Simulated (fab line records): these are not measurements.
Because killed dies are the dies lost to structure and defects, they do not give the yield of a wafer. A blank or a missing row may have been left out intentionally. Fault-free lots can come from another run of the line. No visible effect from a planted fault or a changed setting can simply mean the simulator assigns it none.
Which tool did it? / flow nand harc / 72 wafers from 24 lots sampled at 3 of the route's 1159 steps

== WHAT THE GAUGES READ, wafer by wafer ==
NHARC_P_STI_CD_MEAS_16. Usual: cd nm reads 200.2 nm (standard deviation 2.5).
lot=L074; measured=day 2 11:48; on=cd sem-02; cd nm (nm)=198.0 203.1 203.5; flag=
lot=L075; measured=day 2 20:34; on=cd sem-01; cd nm (nm)=197.9 199.6 202.3; flag=
lot=L076; measured=day 2 20:43; on=cd sem-03; cd nm (nm)=200.2 198.4 198.8; flag=
lot=L077; measured=day 3 06:40; on=cd sem-03; cd nm (nm)=199.6 202.3 195.5; flag=
lot=L079; measured=day 3 13:56; on=cd sem-03; cd nm (nm)=205.2 199.3 204.7; flag=
lot=L078; measured=day 3 14:07; on=cd sem-02; cd nm (nm)=197.7 195.4 200.6; flag=
lot=L080; measured=day 3 23:50; on=cd sem-03; cd nm (nm)=197.1 204.8 199.9; flag=
lot=L081; measured=day 4 05:19; on=cd sem-03; cd nm (nm)=199.2 200.8 200.3; flag=
lot=L082; measured=day 4 12:41; on=cd sem-03; cd nm (nm)=196.9 199.7 199.4; flag=
lot=L084; measured=day 4 21:46; on=cd sem-01; cd nm (nm)=198.9 194.1 200.4; flag=
lot=L083; measured=day 4 21:57; on=cd sem-03; cd nm (nm)=201.9 200.1 199.1; flag=
lot=L085; measured=day 5 06:14; on=cd sem-01; cd nm (nm)=198.1 204.9 201.0; flag=
lot=L086; measured=day 5 11:29; on=cd sem-03; cd nm (nm)=202.3 199.9 202.7; flag=
lot=L087; measured=day 5 19:31; on=cd sem-03; cd nm (nm)=203.0 202.5 200.0; flag=
lot=L088; measured=day 5 23:36; on=cd sem-02; cd nm (nm)=200.2 198.2 201.9; flag=
lot=L089; measured=day 6 08:44; on=cd sem-02; cd nm (nm)=193.8 201.1 200.2; flag=
lot=L091; measured=day 6 14:25; on=cd sem-03; cd nm (nm)=202.0 195.3 197.0; flag=
lot=L090; measured=day 6 14:34; on=cd sem-03; cd nm (nm)=199.9 202.8 197.6; flag=
lot=L092; measured=day 7 00:14; on=cd sem-02; cd nm (nm)=196.1 200.6 202.1; flag=
lot=L093; measured=day 7 05:26; on=cd sem-02; cd nm (nm)=200.1 202.8 201.7; flag=
lot=L094; measured=day 7 12:02; on=cd sem-01; cd nm (nm)=198.4 202.7 199.5; flag=
lot=L095; measured=day 7 23:43; on=cd sem-03; cd nm (nm)=198.3 203.1 201.8; flag=
lot=L096; measured=day 7 23:46; on=cd sem-01; cd nm (nm)=199.2 204.9 200.7; flag=
lot=L097; measured=day 8 07:57; on=cd sem-03; cd nm (nm)=200.9 201.2 200.2; flag=

NHARC_P_CONTACT_INSPECT_27. Usual: raw defect count reads 301 (standard deviation 140).
lot=L074; measured=day 5 23:59; on=defect inspect-01; raw defect count=320 421 195; flag=
lot=L075; measured=day 6 07:19; on=defect inspect-01; raw defect count=209 348 349; flag=
lot=L076; measured=day 6 06:46; on=defect inspect-01; raw defect count=138 209 147; flag=
lot=L077; measured=day 6 11:34; on=defect inspect-01; raw defect count=464 226 242; flag=
lot=L079; measured=day 6 16:20; on=defect inspect-02; raw defect count=361 348 387; flag=
lot=L078; measured=day 6 19:46; on=defect inspect-02; raw defect count=128 120 234; flag=
lot=L080; measured=day 7 07:52; on=defect inspect-02; raw defect count=263 207 276; flag=
lot=L081; measured=day 7 16:07; on=defect inspect-02; raw defect count=420 199 392; flag=
lot=L082; measured=day 7 22:07; on=defect inspect-02; raw defect count=199 297 263; flag=
lot=L084; measured=day 8 02:48; on=defect inspect-02; raw defect count=340 177 219; flag=
lot=L083; measured=day 8 01:54; on=defect inspect-01; raw defect count=672 513 287; flag=
lot=L085; measured=day 9 10:36; on=defect inspect-01; raw defect count=243 216 198; flag=
lot=L086; measured=day 9 00:11; on=defect inspect-02; raw defect count=184 360 191; flag=
lot=L087; measured=day 8 21:32; on=defect inspect-01; raw defect count=192 192 387; flag=
lot=L088; measured=day 8 22:02; on=defect inspect-02; raw defect count=269 587 183; flag=
lot=L089; measured=day 9 18:26; on=defect inspect-01; raw defect count=157 243 255; flag=
lot=L091; measured=day 9 22:05; on=defect inspect-01; raw defect count=183 257 268; flag=
lot=L090; measured=day 9 22:35; on=defect inspect-01; raw defect count=333 605 312; flag=
lot=L092; measured=day 10 15:31; on=defect inspect-02; raw defect count=224 212 203; flag=
lot=L093; measured=day 10 10:20; on=defect inspect-01; raw defect count=280 337 589; flag=
lot=L094; measured=day 10 20:23; on=defect inspect-01; raw defect count=323 246 270; flag=
lot=L095; measured=day 11 10:23; on=defect inspect-01; raw defect count=286 192 317; flag=
lot=L096; measured=day 11 16:29; on=defect inspect-01; raw defect count=369 324 295; flag=
lot=L097; measured=day 11 09:50; on=defect inspect-02; raw defect count=142 154 177; flag=

== WHICH TOOL RAN EACH LOT (tool, then ch and the chambers of the sampled wafers, then the start) ==
lot=L074; NHARC_P_GATE_STRIP_101=rie diel-08 ch 0,1,3, day 5 06:20
lot=L075; NHARC_P_GATE_STRIP_101=rie diel-06 ch 0,1,3, day 5 12:53
lot=L076; NHARC_P_GATE_STRIP_101=rie diel-08 ch 0,1,2, day 5 12:20
lot=L077; NHARC_P_GATE_STRIP_101=rie diel-06 ch 0,2,3, day 5 21:31
lot=L079; NHARC_P_GATE_STRIP_101=rie diel-08 ch 1,3, day 6 04:00
lot=L078; NHARC_P_GATE_STRIP_101=rie diel-08 ch 0,2,3, day 6 04:34
lot=L080; NHARC_P_GATE_STRIP_101=rie diel-08 ch 0,3, day 6 15:53
lot=L081; NHARC_P_GATE_STRIP_101=rie diel-08 ch 0,2,3, day 7 01:45
lot=L082; NHARC_P_GATE_STRIP_101=rie diel-08 ch 0,3, day 7 02:20
lot=L084; NHARC_P_GATE_STRIP_101=rie diel-04 ch 0,2,3, day 7 14:07
lot=L083; NHARC_P_GATE_STRIP_101=rie diel-06 ch 0,1,3, day 7 13:25
lot=L085; NHARC_P_GATE_STRIP_101=rie diel-08 ch 1,2,3, day 8 15:23
lot=L086; NHARC_P_GATE_STRIP_101=rie diel-06 ch 1,3, day 8 09:30
lot=L087; NHARC_P_GATE_STRIP_101=rie diel-08 ch 1,2,3, day 8 09:08
lot=L088; NHARC_P_GATE_STRIP_101=rie diel-08 ch 0,2,3, day 8 09:10
lot=L089; NHARC_P_GATE_STRIP_101=rie diel-08 ch 0,1, day 9 01:52
lot=L091; NHARC_P_GATE_STRIP_101=rie diel-04 ch 0,2,3, day 9 07:52
lot=L090; NHARC_P_GATE_STRIP_101=rie diel-08 ch 0,2, day 9 08:32
lot=L092; NHARC_P_GATE_STRIP_101=rie diel-08 ch 1,2, day 9 19:55
lot=L093; NHARC_P_GATE_STRIP_101=rie diel-04 ch 0,2, day 9 19:07
lot=L094; NHARC_P_GATE_STRIP_101=rie diel-06 ch 0,3, day 10 03:07
lot=L095; NHARC_P_GATE_STRIP_101=rie diel-06 ch 0,3, day 10 18:03
lot=L096; NHARC_P_GATE_STRIP_101=rie diel-08 ch 1,3, day 11 02:09
lot=L097; NHARC_P_GATE_STRIP_101=rie diel-08 ch 2,3, day 10 17:51
- NHARC_P_GATE_STRIP_101: strips in O2, time 20 s.

== AS READ BY THE TOOLS THEMSELVES (means over the sampled wafers that have a number; for cases with no such wafer, the mark the record gives instead) ==
NHARC_P_GATE_STRIP_101. Usual: drypump motor current A 5.8 A, standard deviation 0.47; oes product au 0.999 a.u., standard deviation 0.013; rf vpp V 57.9 V, standard deviation 0.83; showerhead plenum p Torr 3.51 Torr, standard deviation 0.15; throttle valve pct 17.035 %, standard deviation 0.0087.
lot=L074; tool=rie diel-08; drypump motor current A (A)=6.2; oes product au (a.u.)=0.997; rf vpp V (V)=57.9; showerhead plenum p Torr (Torr)=3.44; throttle valve pct (%)=17.032; flag=
lot=L075; tool=rie diel-06; drypump motor current A (A)=5.9; oes product au (a.u.)=1.007; rf vpp V (V)=57.6; showerhead plenum p Torr (Torr)=3.46; throttle valve pct (%)=17.031; flag=
lot=L076; tool=rie diel-08; drypump motor current A (A)=5.8; oes product au (a.u.)=1.001; rf vpp V (V)=58.7; showerhead plenum p Torr (Torr)=3.55; throttle valve pct (%)=17.032; flag=
lot=L077; tool=rie diel-06; drypump motor current A (A)=5.7; oes product au (a.u.)=1.012; rf vpp V (V)=57.6; showerhead plenum p Torr (Torr)=3.46; throttle valve pct (%)=17.035; flag=
lot=L079; tool=rie diel-08; drypump motor current A (A)=6.2; oes product au (a.u.)=0.982; rf vpp V (V)=57.8; showerhead plenum p Torr (Torr)=3.44; throttle valve pct (%)=17.049; flag=
lot=L078; tool=rie diel-08; drypump motor current A (A)=5.8; oes product au (a.u.)=1.013; rf vpp V (V)=58.0; showerhead plenum p Torr (Torr)=3.52; throttle valve pct (%)=17.042; flag=
lot=L080; tool=rie diel-08; drypump motor current A (A)=6.3; oes product au (a.u.)=0.998; rf vpp V (V)=56.8; showerhead plenum p Torr (Torr)=3.42; throttle valve pct (%)=17.038; flag=
lot=L081; tool=rie diel-08; drypump motor current A (A)=5.8; oes product au (a.u.)=1.010; rf vpp V (V)=57.5; showerhead plenum p Torr (Torr)=3.52; throttle valve pct (%)=17.026; flag=
lot=L082; tool=rie diel-08; drypump motor current A (A)=6.2; oes product au (a.u.)=0.998; rf vpp V (V)=57.6; showerhead plenum p Torr (Torr)=3.40; throttle valve pct (%)=17.035; flag=
lot=L084; tool=rie diel-04; drypump motor current A (A)=5.8; oes product au (a.u.)=1.004; rf vpp V (V)=58.1; showerhead plenum p Torr (Torr)=3.71; throttle valve pct (%)=17.037; flag=
lot=L083; tool=rie diel-06; drypump motor current A (A)=5.9; oes product au (a.u.)=1.009; rf vpp V (V)=58.0; showerhead plenum p Torr (Torr)=3.45; throttle valve pct (%)=17.037; flag=
lot=L085; tool=rie diel-08; drypump motor current A (A)=5.7; oes product au (a.u.)=0.999; rf vpp V (V)=58.1; showerhead plenum p Torr (Torr)=3.53; throttle valve pct (%)=17.031; flag=
lot=L086; tool=rie diel-06; drypump motor current A (A)=6.1; oes product au (a.u.)=1.014; rf vpp V (V)=57.8; showerhead plenum p Torr (Torr)=3.46; throttle valve pct (%)=17.037; flag=
lot=L087; tool=rie diel-08; drypump motor current A (A)=5.8; oes product au (a.u.)=0.986; rf vpp V (V)=58.1; showerhead plenum p Torr (Torr)=3.53; throttle valve pct (%)=17.037; flag=
lot=L088; tool=rie diel-08; drypump motor current A (A)=5.8; oes product au (a.u.)=1.007; rf vpp V (V)=58.2; showerhead plenum p Torr (Torr)=3.52; throttle valve pct (%)=17.036; flag=
lot=L089; tool=rie diel-08; drypump motor current A (A)=6.2; oes product au (a.u.)=0.990; rf vpp V (V)=57.5; showerhead plenum p Torr (Torr)=3.46; throttle valve pct (%)=17.037; flag=
lot=L091; tool=rie diel-04; drypump motor current A (A)=5.8; oes product au (a.u.)=0.996; rf vpp V (V)=57.6; showerhead plenum p Torr (Torr)=3.70; throttle valve pct (%)=17.042; flag=
lot=L090; tool=rie diel-08; drypump motor current A (A)=5.4; oes product au (a.u.)=1.005; rf vpp V (V)=58.1; showerhead plenum p Torr (Torr)=3.64; throttle valve pct (%)=17.038; flag=
lot=L092; tool=rie diel-08; drypump motor current A (A)=5.3; oes product au (a.u.)=0.992; rf vpp V (V)=57.9; showerhead plenum p Torr (Torr)=3.65; throttle valve pct (%)=17.032; flag=
lot=L093; tool=rie diel-04; drypump motor current A (A)=5.7; oes product au (a.u.)=1.000; rf vpp V (V)=58.7; showerhead plenum p Torr (Torr)=3.69; throttle valve pct (%)=17.033; flag=
lot=L094; tool=rie diel-06; drypump motor current A (A)=5.7; oes product au (a.u.)=1.010; rf vpp V (V)=57.9; showerhead plenum p Torr (Torr)=3.54; throttle valve pct (%)=17.037; flag=
lot=L095; tool=rie diel-06; drypump motor current A (A)=5.6; oes product au (a.u.)=1.001; rf vpp V (V)=57.4; showerhead plenum p Torr (Torr)=3.42; throttle valve pct (%)=17.036; flag=
lot=L096; tool=rie diel-08; drypump motor current A (A)=6.2; oes product au (a.u.)=0.985; rf vpp V (V)=58.0; showerhead plenum p Torr (Torr)=3.41; throttle valve pct (%)=17.036; flag=
lot=L097; tool=rie diel-08; drypump motor current A (A)=5.8; oes product au (a.u.)=0.994; rf vpp V (V)=57.7; showerhead plenum p Torr (Torr)=3.50; throttle valve pct (%)=17.030; flag=

== THE ANSWER, worked out from the rows above alone ==
Rule: a lot counts as off when the mean over its wafers that have a number is more than 3 standard deviations away from the usual mean. A lot without any number at a reading at which 4 lots or more have one is off too. Where the step has rows for the other lots, those lots are counted as sound. After the gauges, taken in route order, come the tools' own readings; for these a lot's mean is taken, as printed above. At the first step where some lot is off, the reading lying furthest off is the one used; lots without a number count as furthest.
Nothing can be told from this: no lot is off at any reading shown.

== WHAT HAD BEEN PUT IN BY THE SIMULATOR ==
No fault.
